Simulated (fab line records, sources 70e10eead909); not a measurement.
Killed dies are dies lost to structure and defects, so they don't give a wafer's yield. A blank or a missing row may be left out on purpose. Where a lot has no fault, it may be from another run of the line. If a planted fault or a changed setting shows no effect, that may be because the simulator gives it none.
Matching of chambers || flow nand harc || 4 sister chambers for NHARC_P_ZERO_WELL_DESCUM_54 on rie diel-01
The step chemistry O2, time 3 s. 7 wafers are shown with their chamber, then 7 later ones without.

## WAFERS, EACH WITH ITS CHAMBER
{"wafer": "L783.6", "chamber": 1, "drypump motor current A (A)": 6.5, "rf vpp V (V)": 58.8}
{"wafer": "L784.5", "chamber": 1, "drypump motor current A (A)": 6.5, "rf vpp V (V)": 58.2}
{"wafer": "L785.3", "chamber": 2, "drypump motor current A (A)": 5.2, "rf vpp V (V)": 55.6}
{"wafer": "L785.5", "chamber": 3, "drypump motor current A (A)": 5.9, "rf vpp V (V)": 58.8}
{"wafer": "L786.2", "chamber": 2, "drypump motor current A (A)": 5.2, "rf vpp V (V)": 56.5}
{"wafer": "L788.1", "chamber": 0, "drypump motor current A (A)": 5.8, "rf vpp V (V)": 58.0}
{"wafer": "L788.4", "chamber": 0, "drypump motor current A (A)": 5.9, "rf vpp V (V)": 57.5}

## WAFERS WITH NO CHAMBER GIVEN
{"wafer": "L788.6", "drypump motor current A (A)": 5.2, "rf vpp V (V)": 56.1}
{"wafer": "L799.2", "drypump motor current A (A)": 5.9, "rf vpp V (V)": 58.2}
{"wafer": "L799.3", "drypump motor current A (A)": 6.6, "rf vpp V (V)": 57.8}
{"wafer": "L799.4", "drypump motor current A (A)": 5.9, "rf vpp V (V)": 57.5}
{"wafer": "L801.2", "drypump motor current A (A)": 5.9, "rf vpp V (V)": 57.9}
{"wafer": "L801.4", "drypump motor current A (A)": 6.5, "rf vpp V (V)": 58.6}
{"wafer": "L801.5", "drypump motor current A (A)": 5.8, "rf vpp V (V)": 57.3}

## WHICH CHAMBER EACH ONE RAN IN
{"wafer": "L788.6", "from the rows above": 2, "in truth": 2}
{"wafer": "L799.2", "from the rows above": "can't be placed: 3 or 0", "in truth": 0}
{"wafer": "L799.3", "from the rows above": 1, "in truth": 1}
{"wafer": "L799.4", "from the rows above": "can't be placed: 0 or 3", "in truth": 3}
{"wafer": "L801.2", "from the rows above": "can't be placed: 0 or 3", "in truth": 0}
{"wafer": "L801.4", "from the rows above": 1, "in truth": 1}
{"wafer": "L801.5", "from the rows above": 0, "in truth": 0}
Placed correctly: 4 of 7. Can't be placed from these rows: 3 (the true chamber is among the candidates in 3). Wrongly placed: 0.
How it was worked out, from the rows above alone: a wafer's distance from a chamber is the root of the sum, over the readings, of the square of ((its reading less the chamber's mean) divided by the reading's scatter). If the next closest chamber is less than 2 further off than the closest, the wafer can't be placed; otherwise it belongs to the closest. The mean given for a chamber averages the wafers shown for that chamber. The scatter: the root of (the sum of the squares of (reading less its chamber's mean) over the shown wafers, divided by (wafers less chambers)).
